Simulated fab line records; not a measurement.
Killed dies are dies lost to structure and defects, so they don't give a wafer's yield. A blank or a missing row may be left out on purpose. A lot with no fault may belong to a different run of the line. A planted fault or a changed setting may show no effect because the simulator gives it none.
Which tool was responsible? + flow n5 finfet + 33 wafers from 11 lots sampled at 4 of the route's 1938 steps

WHAT THE GAUGES READ, wafer by wafer
The record holds no reading of a measuring or inspecting step that can be judged against a usual standard deviation.

WHAT TOOL EACH LOT RAN ON (gives the tool, then ch and the chambers of the sampled wafers, and finally the start)
| lot  | N5_BEOL_M8_ALD_77                   | N5_BEOL_M9_CURE_71            | N5_BEOL_M9_COAT_60                | N5_BEOL_M9_HM_OPEN_17             |
|------|-------------------------------------|-------------------------------|-----------------------------------|-----------------------------------|
| L280 | ald metal-04 ch 0,3, day 9 00:10    | uv cure-01 ch 0, day 9 02:17  | litho track-04 ch 0, day 9 03:39  | rie metal-01 ch 0, day 9 04:34    |
| L282 | ald metal-04 ch 1,2,3, day 9 06:19  | uv cure-01 ch 1, day 9 07:55  | litho track-04 ch 0, day 9 11:19  | rie metal-03 ch 0,1, day 9 11:55  |
| L287 | ald metal-03 ch 0,1,2, day 10 19:34 | uv cure-01 ch 2, day 10 22:49 | litho track-01 ch 0, day 10 23:23 | rie metal-02 ch 0,1, day 11 00:10 |
| L284 | ald metal-04 ch 0,1,3, day 10 19:47 | uv cure-02 ch 1, day 10 22:53 | litho track-04 ch 0, day 10 23:55 | rie metal-02 ch 0,1, day 11 00:31 |
| L289 | ald metal-04 ch 0,1,2, day 11 14:58 | uv cure-02 ch 2, day 11 18:58 | litho track-01 ch 0, day 11 20:29 | rie metal-03 ch 0,1, day 11 21:12 |
| L293 | ald metal-01 ch 1,2,3, day 12 18:20 | uv cure-01 ch 0, day 12 21:59 | litho track-01 ch 0, day 12 22:55 | rie metal-01 ch 0,1, day 13 00:12 |
| L296 | ald metal-01 ch 0,2,3, day 13 14:15 | uv cure-02 ch 0, day 13 16:24 | litho track-01 ch 0, day 13 18:47 | rie metal-02 ch 0,1, day 13 19:30 |
| L299 | ald metal-03 ch 1,2, day 13 21:53   | uv cure-01 ch 1, day 13 23:41 | litho track-04 ch 0, day 14 01:12 | rie metal-02 ch 0,1, day 14 02:13 |
| L300 | ald metal-03 ch 1,2,3, day 14 04:49 | uv cure-02 ch 0, day 14 06:41 | litho track-04 ch 0, day 14 08:58 | rie metal-02 ch 0,1, day 14 09:43 |
| L301 | ald metal-03 ch 0,1,3, day 14 09:59 | uv cure-03 ch 1, day 14 11:57 | litho track-02 ch 0, day 14 14:19 | rie metal-02 ch 0,1, day 14 14:55 |
| L302 | ald metal-04 ch 2,3, day 15 05:31   | uv cure-02 ch 1, day 15 07:16 | litho track-02 ch 0, day 15 08:46 | rie metal-03 ch 0,1, day 15 09:36 |
- N5_BEOL_M8_ALD_77: deposits TaN, target thk 2 nm, pulse time 2 s, purge time 3 s.
- N5_BEOL_M9_CURE_71: cures SiCOH lowk, time 240 s.
- N5_BEOL_M9_COAT_60: time 60 s, resist thk 30 nm.
- N5_BEOL_M9_HM_OPEN_17: chemistry Cl2/BCl3, target TiN, target depth 20 nm, overetch 6 nm.

AS READ BY THE TOOLS THEMSELVES (means over the sampled wafers that have a number; for cases with no such wafer, the mark the record gives instead)
N5_BEOL_M8_ALD_77.
| lot  | tool         | heater power w (W) |
|------|--------------|--------------------|
| L280 | ald metal-04 | 393                |
| L282 | ald metal-04 | 389                |
| L287 | ald metal-03 | 447                |
| L284 | ald metal-04 | 406                |
| L289 | ald metal-04 | 398                |
| L293 | ald metal-01 | 381                |
| L296 | ald metal-01 | 382                |
| L299 | ald metal-03 | 461                |
| L300 | ald metal-03 | 438                |
| L301 | ald metal-03 | 436                |
| L302 | ald metal-04 | 371                |

N5_BEOL_M9_CURE_71.
| lot  | tool       | lamp power pct (%) | wafer_temp_C_max |
|------|------------|--------------------|------------------|
| L280 | uv cure-01 | 52.33              | 386.5            |
| L282 | uv cure-01 | 52.31              | 387.4            |
| L287 | uv cure-01 | 52.33              | 386.7            |
| L284 | uv cure-02 | 52.35              | 387.9            |
| L289 | uv cure-02 | 52.32              | 386.9            |
| L293 | uv cure-01 | 52.29              | 386.6            |
| L296 | uv cure-02 | 52.34              | 386.5            |
| L299 | uv cure-01 | 52.32              | 387.4            |
| L300 | uv cure-02 | 52.31              | 387.2            |
| L301 | uv cure-03 | 52.28              | 387.7            |
| L302 | uv cure-02 | 52.32              | 387.5            |

N5_BEOL_M9_COAT_60.
| lot  | tool           | heater power total W (W) | spin speed rpm (rpm) |
|------|----------------|--------------------------|----------------------|
| L280 | litho track-04 | 426.2                    | 1499.9               |
| L282 | litho track-04 | 428.2                    | 1500.1               |
| L287 | litho track-01 | 428.3                    | 1500.7               |
| L284 | litho track-04 | 429.8                    | 1500.8               |
| L289 | litho track-01 | 426.7                    | 1500.5               |
| L293 | litho track-01 | 424.9                    | 1560.8               |
| L296 | litho track-01 | 427.5                    | 1560.2               |
| L299 | litho track-04 | 425.0                    | 1499.9               |
| L300 | litho track-04 | 428.4                    | 1498.8               |
| L301 | litho track-02 | 426.7                    | 1499.5               |
| L302 | litho track-02 | 426.5                    | 1500.3               |

N5_BEOL_M9_HM_OPEN_17.
| lot  | tool         | drypump motor current A (A) | he backside leak sccm (sccm) | oes product au (a.u.) | throttle valve pct (%) |
|------|--------------|-----------------------------|------------------------------|-----------------------|------------------------|
| L280 | rie metal-01 | 5.1                         | 3.2                          | 0.74                  | 21.94                  |
| L282 | rie metal-03 | 5.7                         | 3.3                          | 0.74                  | 21.98                  |
| L287 | rie metal-02 | 5.9                         | 3.6                          | 0.62                  | 22.27                  |
| L284 | rie metal-02 | 6.0                         | 3.5                          | 0.62                  | 22.27                  |
| L289 | rie metal-03 | 5.7                         | 3.4                          | 0.72                  | 21.99                  |
| L293 | rie metal-01 | 5.4                         | 3.4                          | 0.72                  | 21.98                  |
| L296 | rie metal-02 | 5.9                         | 3.4                          | 0.77                  | 22.19                  |
| L299 | rie metal-02 | 5.9                         | 3.4                          | 0.78                  | 22.18                  |
| L300 | rie metal-02 | 5.6                         | 3.3                          | 0.76                  | 22.30                  |
| L301 | rie metal-02 | 5.6                         | 3.3                          | 0.76                  | 22.31                  |
| L302 | rie metal-03 | 5.6                         | 4.6                          | 0.68                  | 22.02                  |

THE ANSWER, worked out from the rows above alone
Rule: the usual values come from the lots themselves. The widest of any qualifying gaps counts: lots, ordered by their means at a reading, are off when they make up no more than a third of the lots, leave a main group of 4 or more, and stand apart from it by 3 or more times the standard deviation of that group's means. A main group whose means are all the same, to the digits that the tables above print for the reading, isn't used. Also off: a lot with no number at a reading for which 4 or more lots have one. The other lots that the step has rows for count as sound. After the gauges, taken in route order, come the tools' own readings; for these a lot's mean is taken, as printed above. At the first step where some lot is off, the reading lying furthest off is the one used; lots without a number count as furthest.
Off at N5_BEOL_M9_COAT_60 (spin speed rpm): L293, L296. Mean 1500.1 rpm and standard deviation 0.59 in the main group.
A tool fits if, at that step or a process step before it, it ran every lot that is off, and no sound lot after the first of them. Can't be told from this: 2 tools fit, ald metal-01 at N5_BEOL_M8_ALD_77, litho track-01 at N5_BEOL_M9_COAT_60.

WHAT WAS PUT IN BY THE SIMULATOR
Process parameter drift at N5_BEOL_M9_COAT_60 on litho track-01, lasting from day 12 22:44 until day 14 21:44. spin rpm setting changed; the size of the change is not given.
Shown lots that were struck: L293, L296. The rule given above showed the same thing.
